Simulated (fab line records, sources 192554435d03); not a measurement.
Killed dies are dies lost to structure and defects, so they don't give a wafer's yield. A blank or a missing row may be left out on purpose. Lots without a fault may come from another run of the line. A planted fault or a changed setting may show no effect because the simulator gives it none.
fab line records | flow n5_finfet
record lots=24 wafers=72 last_day=17
route steps=1938 shown BEOL_M6@1260 BEOL_M7@1319 BEOL_M8@1376
lots that met no fault: from a run of the same line without faults
start_h: hours from the record's first day to the start of the lot's first wafer shown | wait_h: hours since the lot's step before | " the same as in the row above | L1.1+2: a row that stands for several wafers | - no value, or no start given | * or withheld: withheld | < > ~ a bound
route shown NAME@n: a module of which the file shows steps, and the number in the route of the first | usual: mean/standard deviation of fault-free wafers | same: alike in all rows | chamber/n: place in a boat | sites: the reading at each site | _std_site: their standard deviation | _edge_site: outer sites' mean less inner sites' | radius_mm: how far each site lies from the wafer's centre | mask NAME#n: copy n | behind: the tool/chamber that last shaped the wafer | hold: why the lot was held/for how many hours/how that ended | device: the transistor (n, p or np) that didn't switch | end of line: the same wafers' tests at the end of the route | a step without rows: its recipe alone | killed: dies lost to structure and defects at the first sort, not the wafer's yield | map: a wafer's dies, x killed, . not, _ none there
set.NAME: the setting as run; set.NAME@STEP: as run at that earlier step | model.NAME: the simulator's own value behind a step, which no gauge read
steps of the route over a sample of lots; a table a step, a row a wafer
services: from which hour (start_h, from the record's first day; less than 0 if before it) a tool's chamber was out of use, for how many hours, and why
## steps
# step N5_BEOL_M6_DEP_56
# recipe material=SiCN target_thk_a=100 temp_c=withheld precursor=3MS/NH3 pressure_torr=3 rf_w=202 time_s=17.5
# usual showerhead_plenum_p_Torr=3.663/0.01 throttle_valve_pct=8.9/0.48
# columns lot.wafer tool chamber start_h wait_h showerhead_plenum_p_Torr throttle_valve_pct
L074.3 pecvd-04 1 182.12 0.0 3.657 8.9
L074.4 " 0 " " 3.662 8.6
L074.5 " 2 " " 3.678 8.7
L075.2 pecvd-04 2 186.89 0.0 3.685 8.5
L075.4 " 0 " " 3.668 8.2
L075.6 " 2 " " 3.673 8.5
L077.1 pecvd-01 0 195.82 0.0 3.656 8.6
L077.2 " 1 " " 3.665 8.4
L077.5 " 0 " " 3.663 8.9
L076.2 pecvd-01 2 199.76 0.0 3.662 9.1
L076.5 " 2 " " 3.664 9.0
L076.6 " 1 " " 3.666 8.4
L078.1 pecvd-01 2 200.19 0.0 3.656 9.2
L078.2 " 0 " " 3.655 9.0
L078.6 " 2 " " 3.661 9.1
L080.1 pecvd-01 1 208.24 0.0 3.666 8.4
L080.3 " 0 " " 3.661 8.6
L080.5 " 0 " " 3.664 8.9
L079.1 pecvd-04 0 214.98 0.0 3.652 8.5
L079.4 " 2 " " 3.693 8.6
L079.5 " 2 " " 3.674 8.6
L081.2 pecvd-04 1 233.36 0.0 3.639 9.0
L081.4 " 2 " " 3.668 8.7
L081.6 " 0 " " 3.663 8.5
L082.1 pecvd-03 1 233.60 0.0 3.651 9.9
L082.2 " 2 " " 3.677 8.9
L082.6 " 2 " " 3.674 8.5
L083.3 pecvd-04 2 239.12 0.0 3.676 8.6
L083.5 " 2 " " 3.674 8.8
L083.6 " 0 " " 3.669 8.4
L084.2 pecvd-04 1 250.14 0.0 3.640 9.4
L084.3 " 0 " " 3.656 8.4
L084.6 " 1 " " 3.638 9.4
L085.1 pecvd-01 2 250.98 0.0 3.655 9.1
L085.3 " 2 " " 3.663 9.3
L085.6 " 1 " " 3.676 8.3
L086.1 pecvd-03 0 257.61 0.0 3.654 9.1
L086.2 " 2 " " 3.682 8.7
L086.5 " 2 " " 3.671 8.8
L087.1 pecvd-01 0 263.59 0.0 3.657 8.5
L087.4 " 1 " " 3.666 8.2
L087.6 " 0 " " 3.655 8.9
L089.2 pecvd-03 0 266.87 0.0 3.664 8.7
L089.5 " 2 " " 3.669 8.9
L089.6 " 0 " " 3.663 9.1
L088.1 pecvd-04 0 275.19 0.0 3.657 8.3
L088.3 " 2 " " 3.686 8.8
L088.6 " 0 " " 3.673 8.7
L090.2 pecvd-04 0 282.24 0.0 3.660 8.5
L090.5 " 0 " " 3.662 8.6
L090.6 " 2 " " 3.682 8.5
L091.4 pecvd-01 0 283.13 0.0 3.665 8.8
L091.5 " 1 " " 3.664 8.4
L091.6 " 2 " " 3.664 9.2
L092.2 pecvd-01 0 300.09 0.0 3.653 8.9
L092.3 " 2 " " 3.656 9.3
L092.5 " 1 " " 3.670 8.4
L093.3 pecvd-01 0 302.71 0.0 3.668 9.1
L093.5 " 1 " " 3.653 8.4
L093.6 " 2 " " 3.663 9.2
L094.1 pecvd-04 2 304.78 0.0 3.671 8.7
L094.3 " 0 " " 3.661 8.4
L094.5 " 2 " " 3.668 8.5
L095.3 pecvd-04 0 324.22 0.0 3.666 8.3
L095.4 " 2 " " 3.678 8.7
L095.5 " 1 " " 3.643 9.2
L096.3 pecvd-01 2 324.57 0.0 3.664 9.2
L096.5 " 2 " " 3.674 9.1
L096.6 " 0 " " 3.670 9.2
L097.1 pecvd-03 2 326.18 0.0 3.678 8.4
L097.2 " 1 " " 3.651 10.1
L097.6 " 2 " " 3.670 8.9
# step N5_BEOL_M6_INSPECT_58
# recipe inspect_instrument=darkfield mode=post_dep
# usual raw_defect_count=67/23
# columns lot.wafer tool chamber start_h wait_h raw_defect_count
L074.3 defect_inspect-02 - 182.21 0.0 79
L074.4 " - " " 51
L074.5 " - " " 45
L075.2 defect_inspect-02 - 187.00 0.0 52
L075.4 " - " " 62
L075.6 " - " " 58
L077.1 defect_inspect-02 - 195.91 0.0 57
L077.2 " - " " 64
L077.5 " - " " 45
L076.2 defect_inspect-02 - 199.85 0.0 71
L076.5 " - " " 133
L076.6 " - " " 79
L078.1 defect_inspect-01 - 200.28 0.0 69
L078.2 " - " " 99
L078.6 " - " " 95
L080.1 defect_inspect-01 - 208.33 0.0 87
L080.3 " - " " 82
L080.5 " - " " 37
L079.1 defect_inspect-01 - 215.10 0.0 62
L079.4 " - " " 56
L079.5 " - " " 87
L081.2 defect_inspect-01 - 233.46 0.0 62
L081.4 " - " " 130
L081.6 " - " " 104
L082.1 defect_inspect-01 - 233.71 0.0 129
L082.2 " - " " 110
L082.6 " - " " 73
L083.3 defect_inspect-01 - 239.21 0.0 60
L083.5 " - " " 57
L083.6 " - " " 38
L084.2 defect_inspect-01 - 250.24 0.0 56
L084.3 " - " " 41
L084.6 " - " " 39
L085.1 defect_inspect-01 - 251.09 0.0 54
L085.3 " - " " 43
L085.6 " - " " 27
L086.1 defect_inspect-02 - 257.70 0.0 67
L086.2 " - " " 64
L086.5 " - " " 53
L087.1 defect_inspect-01 - 263.69 0.0 74
L087.4 " - " " 57
L087.6 " - " " 84
L089.2 defect_inspect-01 - 266.96 0.0 87
L089.5 " - " " 77
L089.6 " - " " 73
L088.1 defect_inspect-02 - 275.52 0.0 82
L088.3 " - " " 73
L088.6 " - " " 87
L090.2 defect_inspect-02 - 282.33 0.0 55
L090.5 " - " " 52
L090.6 " - " " 45
L091.4 defect_inspect-01 - 283.21 0.0 32
L091.5 " - " " 37
L091.6 " - " " 74
L092.2 defect_inspect-01 - 300.18 0.0 52
L092.3 " - " " 71
L092.5 " - " " 60
L093.3 defect_inspect-02 - 302.81 0.0 59
L093.5 " - " " 73
L093.6 " - " " 42
L094.1 defect_inspect-02 - 304.88 0.0 111
L094.3 " - " " 86
L094.5 " - " " 123
L095.3 defect_inspect-01 - 324.32 0.0 56
L095.4 " - " " 62
L095.5 " - " " 73
L096.3 defect_inspect-02 - 324.67 0.0 66
L096.5 " - " " 45
L096.6 " - " " 68
L097.1 defect_inspect-01 - 326.27 0.0 64
L097.2 " - " " 66
L097.6 " - " " 107
# step N5_BEOL_M7_PRE_CLEAN_45
# recipe gas=H2/He time_s=30 temp_c=250
# usual heater_power_w=320/26
# columns lot.wafer tool chamber start_h wait_h heater_power_w
L074.3 pvd_sputter-02 - 186.68 0.0 330
L074.4 " - " " 286
L074.5 " - " " 286
L075.2 pvd_sputter-03 - 193.14 0.0 326
L075.4 " - " " 332
L075.6 " - " " 331
L077.1 pvd_sputter-02 - 201.87 0.0 334
L077.2 " - " " 353
L077.5 " - " " 343
L078.1 pvd_sputter-02 - 205.85 0.0 354
L078.2 " - " " 335
L078.6 " - " " 319
L076.2 pvd_sputter-02 - 206.73 0.0 354
L076.5 " - " " 286
L076.6 " - " " 332
L080.1 pvd_sputter-02 - 214.01 0.0 290
L080.3 " - " " 342
L080.5 " - " " 285
L079.1 pvd_sputter-01 - 221.11 0.0 388
L079.4 " - " " 326
L079.5 " - " " 302
L082.1 pvd_sputter-03 - 239.15 0.0 328
L082.2 " - " " 292
L082.6 " - " " 284
L081.2 pvd_sputter-03 - 239.23 0.0 316
L081.4 " - " " 317
L081.6 " - " " 330
L083.3 pvd_sputter-03 - 244.37 0.0 321
L083.5 " - " " 327
L083.6 " - " " 285
L084.2 pvd_sputter-02 - 257.20 0.0 309
L084.3 " - " " 286
L084.6 " - " " 317
L085.1 pvd_sputter-03 - 257.70 0.0 333
L085.3 " - " " 317
L085.6 " - " " 325
L086.1 pvd_sputter-02 - 261.40 0.0 284
L086.2 " - " " 349
L086.5 " - " " 289
L087.1 pvd_sputter-03 - 270.02 0.0 314
L087.4 " - " " 290
L087.6 " - " " 325
L089.2 pvd_sputter-03 - 273.56 0.0 331
L089.5 " - " " 332
L089.6 " - " " 309
L088.1 pvd_sputter-02 - 281.41 0.0 347
L088.3 " - " " 278
L088.6 " - " " 326
L090.2 pvd_sputter-03 - 287.86 0.0 286
L090.5 " - " " 283
L090.6 " - " " 332
L091.4 pvd_sputter-03 - 288.34 0.0 284
L091.5 " - " " 305
L091.6 " - " " 328
L092.2 pvd_sputter-01 - 306.10 0.0 316
L092.3 " - " " 357
L092.5 " - " " 381
L093.3 pvd_sputter-03 - 307.14 0.0 324
L093.5 " - " " 294
L093.6 " - " " 330
L094.1 pvd_sputter-03 - 310.80 0.0 318
L094.3 " - " " 287
L094.5 " - " " 310
L095.3 pvd_sputter-02 - 327.91 0.0 314
L095.4 " - " " 334
L095.5 " - " " 332
L096.3 pvd_sputter-01 - 330.51 0.0 363
L096.5 " - " " 385
L096.6 " - " " 321
L097.1 pvd_sputter-01 - 331.47 0.0 357
L097.2 " - " " 329
L097.6 " - " " 382
# step N5_BEOL_M7_ALD_77
# recipe material=TaN target_thk_a=20 temp_c=275 ald_precursor_family=PDMAT ald_co_reactant=NH3 pressure_torr=3 carrier_flow_sccm=1500 pulse_time_s=2 purge_time_s=3 co_reactant_purge_time_s=2 co_reactant_pulse_time_s=3 ald_cycles=40 precursor_vessel_temp_c=75 precursor_vessel_pressure_torr=26.25 precursor_vessel_carrier_sccm=1000
# usual heater_power_w=445/36 mfc_carrier_sccm=1499/4.2 precursor_vessel_temp_c=74.99/0.12
# same co_reactant_pulse_time_s=3 co_reactant_purge_time_s=2
# columns lot.wafer tool chamber start_h wait_h heater_power_w mfc_carrier_sccm precursor_vessel_temp_c
L074.3 ald_metal-03 1 186.87 0.2 396 1500 75.10
L074.4 " 0 " " 466 1497 75.02
L074.5 " 0 " " 477 1508 75.08
L075.2 ald_metal-03 3 193.21 0.0 479 1504 74.94
L075.4 " 0 " " 462 1497 75.15
L075.6 " 0 " " 474 1502 74.95
L077.1 ald_metal-01 1 201.93 0.0 493 1502 75.07
L077.2 " 0 " " 500 1496 74.88
L077.5 " 3 " " 429 1494 75.02
L078.1 ald_metal-03 1 205.93 0.1 389 1503 75.14
L078.2 " 0 " " 467 1497 74.86
L078.6 " 3 " " 477 1499 75.04
L076.2 ald_metal-04 0 206.79 0.0 396 1504 75.05
L076.5 " 0 " " 400 1503 75.05
L076.6 " 1 " " 442 1505 75.03
L080.1 ald_metal-03 0 214.07 0.0 467 1496 75.09
L080.3 " 1 " " 390 1501 75.10
L080.5 " 1 " " 385 1493 75.12
L079.1 ald_metal-03 3 221.37 0.2 487 1497 74.93
L079.4 " 2 " " 379 1500 74.71
L079.5 " 0 " " 470 1503 75.27
L082.1 ald_metal-04 3 239.21 0.0 438 1497 75.21
L082.2 " 0 " " 407 1493 74.89
L082.6 " 1 " " 437 1501 75.17
L081.2 ald_metal-01 3 239.34 0.1 422 1497 74.88
L081.4 " 3 " " 416 1499 74.86
L081.6 " 2 " " 430 1498 75.13
L083.3 ald_metal-01 0 244.45 0.1 490 1503 74.85
L083.5 " 1 " " 502 1495 75.07
L083.6 " 0 " " 492 1511 74.99
L084.2 ald_metal-01 1 257.28 0.1 508 1492 74.93
L084.3 " 3 " " 424 1497 75.05
L084.6 " 0 " " 473 1499 75.10
L085.1 ald_metal-03 2 257.76 0.0 378 1504 75.01
L085.3 " 0 " " 468 1506 74.82
L085.6 " 3 " " 468 1502 74.87
L086.1 ald_metal-01 3 261.46 0.0 420 1493 74.95
L086.2 " 1 " " 498 1491 74.87
L086.5 " 0 " " 486 1498 74.93
L087.1 ald_metal-03 2 270.24 0.2 385 1504 75.15
L087.4 " 0 " " 462 1496 74.95
L087.6 " 1 " " 397 1493 74.96
L089.2 ald_metal-01 0 273.63 0.0 492 1500 75.00
L089.5 " 2 " " 421 1500 75.02
L089.6 " 3 " " 434 1492 75.07
L088.1 ald_metal-01 3 281.47 0.0 423 1499 74.90
L088.3 " 2 " " 445 1496 75.03
L088.6 " 2 " " 437 1497 74.94
L090.2 ald_metal-01 0 287.92 0.0 497 1492 75.03
L090.5 " 0 " " 486 1495 75.02
L090.6 " 3 " " 428 1504 75.16
L091.4 ald_metal-01 2 288.48 0.1 438 1507 75.20
L091.5 " 0 " " 483 1503 75.14
L091.6 " 3 " " 420 1499 74.69
L092.2 ald_metal-04 3 306.18 0.1 443 1503 74.74
L092.3 " 2 " " 452 1500 74.97
L092.5 " 0 " " 396 1497 74.84
L093.3 ald_metal-04 1 307.20 0.0 433 1497 74.92
L093.5 " 0 " " 396 1502 74.94
L093.6 " 1 " " 447 1498 74.81
L094.1 ald_metal-01 2 310.86 0.0 441 1499 75.05
L094.3 " 0 " " 494 1499 74.98
L094.5 " 3 " " 440 1500 74.93
L095.3 ald_metal-04 3 327.99 0.1 442 1500 75.21
L095.4 " 1 " " 449 1506 75.08
L095.5 " 2 " " 458 1497 74.93
L096.3 ald_metal-01 0 330.75 0.2 486 1494 74.80
L096.5 " 0 " " 482 1493 74.98
L096.6 " 3 " " 426 1494 75.07
L097.1 ald_metal-04 1 331.53 0.0 438 1491 75.03
L097.2 " 3 " " 440 1495 75.10
L097.6 " 1 " " 442 1498 75.14
# step N5_BEOL_M7_INSPECT_58
# recipe inspect_instrument=darkfield mode=post_dep
# usual raw_defect_count=64/21
# columns lot.wafer tool chamber start_h wait_h raw_defect_count
L074.3 defect_inspect-01 - 188.44 0.0 45
L074.4 " - " " 56
L074.5 " - " " 92
L075.2 defect_inspect-02 - 195.18 0.0 42
L075.4 " - " " 55
L075.6 " - " " 41
L077.1 defect_inspect-01 - 204.10 0.0 45
L077.2 " - " " 48
L077.5 " - " " 51
L078.1 defect_inspect-02 - 207.57 0.0 115
L078.2 " - " " 62
L078.6 " - " " 59
L076.2 defect_inspect-02 - 208.46 0.0 73
L076.5 " - " " 44
L076.6 " - " " 36
L080.1 defect_inspect-02 - 215.83 0.0 55
L080.3 " - " " 80
L080.5 " - " " 85
L079.1 defect_inspect-02 - 223.04 0.0 64
L079.4 " - " " 61
L079.5 " - " " 61
L082.1 defect_inspect-01 - 240.75 0.0 85
L082.2 " - " " 47
L082.6 " - " " 80
L081.2 defect_inspect-02 - 241.21 0.0 57
L081.4 " - " " 65
L081.6 " - " " 42
L083.3 defect_inspect-01 - 248.02 0.0 48
L083.5 " - " " 50
L083.6 " - " " 39
L084.2 defect_inspect-01 - 258.97 0.0 76
L084.3 " - " " 62
L084.6 " - " " 59
L085.1 defect_inspect-01 - 261.31 0.0 67
L085.3 " - " " 89
L085.6 " - " " 78
L086.1 defect_inspect-02 - 263.21 0.0 85
L086.2 " - " " 69
L086.5 " - " " 100
L087.1 defect_inspect-01 - 273.38 0.0 80
L087.4 " - " " 122
L087.6 " - " " 61
L089.2 defect_inspect-02 - 275.95 0.0 75
L089.5 " - " " 55
L089.6 " - " " 69
L088.1 defect_inspect-01 - 282.92 0.0 142
L088.3 " - " " 63
L088.6 " - " " 90
L090.2 defect_inspect-02 - 289.37 0.0 54
L090.5 " - " " 28
L090.6 " - " " 56
L091.4 defect_inspect-02 - 290.16 0.0 63
L091.5 " - " " 43
L091.6 " - " " 42
L092.2 defect_inspect-01 - 307.78 0.0 50
L092.3 " - " " 65
L092.5 " - " " 44
L093.3 defect_inspect-01 - 308.92 0.0 64
L093.5 " - " " 43
L093.6 " - " " 38
L094.1 defect_inspect-02 - 312.61 0.0 61
L094.3 " - " " 49
L094.5 " - " " 47
L095.3 defect_inspect-01 - 331.36 0.0 62
L095.4 " - " " 68
L095.5 " - " " 79
L096.3 defect_inspect-02 - 332.48 0.0 44
L096.5 " - " " 54
L096.6 " - " " 67
L097.1 defect_inspect-02 - 333.20 0.0 84
L097.2 " - " " 67
L097.6 " - " " 72
# step N5_BEOL_M8_STRIP_36
# recipe chemistry=N2/H2 power_w=450 temp_c=40 pressure_mtorr=20 rf_frequency_hz=6e+07 overash_fraction=0.3 bias_power_w=7 h2_frac=0.5 n2_flow_sccm=200 h2_flow_sccm=200
# usual bias_power_w=7.000/0.022 drypump_motor_current_A=5.4/0.56 n2_flow_sccm=200.0/0.61 oes_product_au=0.83/0.098 rf_vpp_V=59.1/1.6 showerhead_plenum_p_Torr=2.51/0.08 throttle_valve_pct=23.55/0.3
# columns lot.wafer tool chamber start_h wait_h bias_power_w drypump_motor_current_A n2_flow_sccm oes_product_au rf_hours_counter_h rf_vpp_V showerhead_plenum_p_Torr throttle_valve_pct
L074.3 rie_diel-05 0 192.68 0.0 7.055 6.0 200.2 0.91 15 57.8 2.50 23.21
L074.4 " 1 " " 6.997 6.5 199.1 0.73 175 60.4 2.45 23.96
L074.5 " 3 " " 7.017 4.8 200.3 0.73 - 57.4 2.42 23.59
L075.2 rie_diel-05 1 199.57 0.0 7.004 6.4 199.4 0.74 178 58.2 2.45 23.97
L075.4 " 2 " " 6.985 5.2 200.4 0.83 73 59.5 2.56 23.01
L075.6 " 3 " " 7.007 4.9 200.6 0.72 - 57.2 2.42 23.61
L077.1 rie_diel-05 2 207.32 0.0 6.996 5.2 200.0 0.82 76 61.8 2.55 23.00
L077.2 " 0 " " 6.985 6.0 200.6 0.91 20 57.0 2.50 23.19
L077.5 " 1 " " 7.010 6.5 200.9 0.73 - 56.2 2.45 23.95
L078.1 rie_diel-04 3 210.69 0.0 6.991 4.8 200.3 0.68 215 59.0 2.60 23.89
L078.2 " 0 " " 7.033 5.5 199.7 0.98 2 59.5 2.50 23.94
L078.6 " 1 " " 7.014 5.3 200.5 0.93 - 60.1 2.70 23.64
L076.2 rie_diel-04 2 213.33 0.0 7.029 5.3 200.4 0.70 209 59.3 2.44 23.69
L076.5 " 0 " " 6.997 5.5 199.0 0.98 - 57.1 2.50 23.90
L076.6 " 1 " " 7.015 5.3 201.0 0.93 - 58.8 2.70 23.65
L080.1 rie_diel-01 3 219.93 0.0 6.978 4.9 200.1 1.00 4 60.1 2.51 23.32
L080.3 " 0 " " 6.994 4.9 200.0 0.90 28 59.2 2.46 23.33
L080.5 " 1 " " 7.001 4.7 198.6 0.72 - 60.4 2.61 23.74
L079.1 rie_diel-04 3 229.47 0.0 6.992 4.9 200.1 0.69 223 56.5 2.60 23.92
L079.4 " 0 " " 6.978 5.5 200.6 0.96 9 58.5 2.49 23.92
L079.5 " 3 " " 6.970 4.9 199.3 0.69 - 58.8 2.60 23.92
L082.1 rie_diel-01 2 246.86 0.0 6.998 6.3 199.2 0.96 8 61.4 2.50 23.45
L082.2 " 0 " " 6.996 4.9 199.3 0.87 39 57.8 2.45 23.32
L082.6 " 0 " " 6.998 4.9 198.8 0.88 - 59.3 2.45 23.31
L081.2 rie_diel-01 2 247.36 0.0 7.021 6.3 199.6 0.96 8 59.0 2.50 23.46
L081.4 " 3 " " 7.033 4.9 199.8 0.95 15 56.3 2.50 23.32
L081.6 " 3 " " 7.007 4.8 199.9 0.93 - 58.1 2.50 23.32
L083.3 rie_diel-01 0 254.27 0.0 6.976 4.9 200.2 0.89 41 60.3 2.45 23.32
L083.5 " 0 " " 6.980 4.9 199.5 0.87 - 59.3 2.45 23.37
L083.6 " 3 " " 6.998 4.9 199.9 0.92 - 57.8 2.50 23.35
L084.2 rie_diel-05 3 262.49 0.0 6.990 4.9 200.0 0.71 217 55.4 2.41 23.69
L084.3 " 0 " " 6.951 5.9 199.8 0.87 41 60.5 2.49 23.21
L084.6 " 1 " " 6.982 6.4 199.2 0.70 - 57.4 2.44 23.98
L085.1 rie_diel-01 1 265.21 0.0 7.032 4.7 199.7 0.70 231 60.5 2.60 23.79
L085.3 " 3 " " 6.986 4.9 200.2 0.94 20 57.5 2.50 23.31
L085.6 " 1 " " 7.008 4.7 200.6 0.70 - 59.5 2.60 23.79
L086.1 rie_diel-05 0 266.27 0.0 6.982 5.9 199.4 0.85 43 58.7 2.49 23.21
L086.2 " 3 " " 6.999 4.8 200.1 0.70 219 60.5 2.41 23.63
L086.5 " 2 " " 7.015 5.2 200.3 0.79 - 58.2 2.55 23.03
L087.1 rie_diel-04 2 278.66 0.0 7.002 5.3 199.5 0.68 232 58.3 2.43 23.74
L087.4 " 1 " " 7.033 5.3 199.4 0.88 38 58.0 2.69 23.67
L087.6 " 1 " " 6.998 5.3 200.4 0.86 - 60.5 2.69 23.68
L089.2 rie_diel-01 3 278.76 0.0 7.027 4.9 199.7 0.92 24 56.9 2.50 23.35
L089.5 " 2 " " 7.011 6.3 199.9 0.92 - 60.8 2.49 23.49
L089.6 " 3 " " 7.008 4.9 199.0 0.91 - 60.8 2.50 23.34
L088.1 rie_diel-01 0 287.27 0.0 6.999 4.9 200.2 0.87 52 60.3 2.45 23.34
L088.3 " 1 " " 6.985 4.7 200.3 0.70 239 60.1 2.60 23.79
L088.6 " 2 " " 7.020 6.3 197.9 0.94 - 59.5 2.49 23.51
L090.2 rie_diel-05 3 296.62 0.0 6.995 4.9 200.7 0.70 226 60.1 2.40 23.65
L090.5 " 2 " " 6.989 5.2 199.9 0.79 - 59.6 2.54 23.05
L090.6 " 1 " " 6.995 6.3 201.2 0.72 - 61.3 2.44 23.99
L091.4 rie_diel-05 3 297.16 0.0 6.996 4.9 200.7 0.70 226 57.8 2.40 23.64
L091.5 " 2 " " 7.013 5.2 199.8 0.80 - 60.0 2.54 23.05
L091.6 " 1 " " 6.980 6.4 199.7 0.71 - 56.3 2.44 23.99
L093.3 rie_diel-04 0 313.85 0.0 6.966 5.5 199.4 0.87 40 57.4 2.48 23.96
L093.5 " 2 " " 7.042 5.3 200.4 0.67 - 57.6 2.42 23.73
L093.6 " 1 " " 6.981 5.4 200.4 0.85 - 60.7 2.69 23.67
L092.2 rie_diel-01 1 314.26 0.0 7.005 4.7 201.2 0.68 249 62.2 2.60 23.80
L092.3 " 0 " " 7.000 4.9 199.0 0.85 61 59.7 2.44 23.35
L092.5 " 2 " " 7.014 6.3 200.3 0.89 - 60.0 2.49 23.52
L094.1 rie_diel-05 3 316.35 0.0 7.009 4.9 200.0 0.70 235 59.2 2.40 23.66
L094.3 " 1 " " 7.013 6.4 200.3 0.71 210 59.0 2.44 24.01
L094.5 " 1 " " 7.011 6.4 201.2 0.71 - 56.7 2.43 24.03
L095.3 rie_diel-04 0 335.07 0.0 6.995 5.4 200.6 0.85 50 62.0 2.48 23.96
L095.4 " 1 " " 6.987 5.3 199.9 0.86 - 59.2 2.68 23.70
L095.5 " 3 " " 6.992 4.9 199.8 0.93 - 58.1 2.58 23.48
L096.3 rie_diel-04 3 337.37 0.0 6.994 4.9 200.0 0.95 8 59.7 2.58 23.44
L096.5 " 1 " " 6.982 5.4 199.9 0.85 - 54.8 2.68 23.70
L096.6 " 0 " " 7.058 5.4 199.0 0.87 - 58.8 2.48 23.96
L097.1 rie_diel-05 2 337.58 0.0 6.997 5.2 199.8 0.77 113 60.0 2.54 23.07
L097.2 " 1 " " 7.041 6.4 199.5 0.70 216 61.2 2.43 24.02
L097.6 " 3 " " 6.978 4.9 200.1 0.69 - 58.3 2.40 23.68
## services
# columns tool chamber start_h hours kind
pecvd-01 - 160.27 1.6 repair
ald_metal-03 3 164.97 2.0 repair
pecvd-01 2 166.77 2.1 scheduled_down
pvd_sputter-02 - 177.09 4.0 repair
ald_metal-04 - 181.96 0.7 repair
pecvd-04 - 191.31 14.0 repair
pecvd-03 - 192.42 28.1 pm
rie_diel-01 3 197.18 - clean
ald_metal-01 1 206.53 35.8 repair
pecvd-04 1 211.99 6.6 repair
pecvd-03 0 225.35 14.4 repair
pecvd-04 - 234.31 0.6 repair
pecvd-03 1 237.13 6.8 repair
rie_diel-04 - 240.99 2.6 repair
pecvd-01 0 245.86 8.9 repair
rie_diel-05 1 254.24 8.0 repair
rie_diel-01 0 269.87 1.4 repair
rie_diel-05 - 282.41 10.9 repair
ald_metal-04 3 287.21 2.9 repair
rie_diel-05 2 299.44 23.6 repair
rie_diel-05 1 319.97 6.9 repair
rie_diel-04 2 320.59 4.6 repair
ald_metal-01 - 334.99 0.9 repair
ald_metal-04 - 337.25 14.0 pm
## key
fault none
